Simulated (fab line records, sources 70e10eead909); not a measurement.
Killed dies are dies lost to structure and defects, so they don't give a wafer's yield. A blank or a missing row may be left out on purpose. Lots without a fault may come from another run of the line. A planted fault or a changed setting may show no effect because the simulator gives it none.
One fault seen from 2 desks | flow nand_harc | each desk has only its own numbers; what lay behind them comes last

THE TOOL OWNER'S DESK: ald_hk-04
The tool's own readings at NHARC_A_WL_FILL_ALD_00 (deposits Al2O3, target thk 3 nm, pulse time 3 s, ald cycles 30): means of the sampled wafers that have a number, for each lot that ran on this tool. A lot is out of limits, marked OUT, if its mean lies more than 4 standard deviations from the usual mean; the brackets give that distance.
Columns: A = heater_power_w at NHARC_A_WL_FILL_ALD_00, usual 435 W; B = precursor_pulse_height_rel at NHARC_A_WL_FILL_ALD_00, usual 0.998
lot  | first seen here | A   | B
L386 | day 22 08:28    | 421 | 0.997
L385 | day 23 06:32    | 418 | 1.001
L387 | day 23 09:38    | 444 | 0.982
L390 | day 24 16:55    | 426 | 0.995
L394 | day 27 07:59    | 421 | 0.983
L397 | day 27 22:37    | 442 | 1.002
L401 | day 29 15:08    | 426 | 0.985
L402 | day 29 18:56    | 421 | 1.003
This desk's finding: nothing out of limits on any of the 8 lots.

THE METROLOGY DESK
What the gauges read, lot by lot, whatever tool the lot ran on: means of the sampled wafers that have a number. A lot is out of limits, marked OUT, if its mean lies more than 4 standard deviations from the usual mean; the brackets give that distance.
Columns: A = overlay_x_nm at NHARC_A_SLIT_OVL_MEAS_10, usual -0.2 nm; B = overlay_y_nm at NHARC_A_SLIT_OVL_MEAS_10, usual 0.0 nm
lot  | first seen here | A    | B
L380 | day 19 21:52    | 1.0  | -0.4
L386 | day 21 19:55    | -0.6 | -0.3
L384 | day 22 08:40    | -0.3 | 0.9
L385 | day 22 17:18    | 0.6  | 0.1
L387 | day 22 18:46    | -0.2 | -1.1
L390 | day 24 03:47    | -1.4 | 0.5
L394 | day 26 18:49    | -0.9 | 1.0
L397 | day 27 09:26    | 0.3  | 0.3
L398 | day 27 10:29    | 0.2  | -0.2
L399 | day 28 02:23    | -0.2 | -0.7
L401 | day 28 20:37    | 0.8  | -0.1
L402 | day 28 20:47    | -0.6 | -0.3
L403 | day 29 10:02    | -1.3 | 0.0
This desk's finding: nothing out of limits on any of the 13 lots.

PUT TOGETHER
The tool owner's desk saw nothing out of limits.
The metrology desk saw nothing out of limits.

WHAT THE SIMULATOR HAD PUT IN
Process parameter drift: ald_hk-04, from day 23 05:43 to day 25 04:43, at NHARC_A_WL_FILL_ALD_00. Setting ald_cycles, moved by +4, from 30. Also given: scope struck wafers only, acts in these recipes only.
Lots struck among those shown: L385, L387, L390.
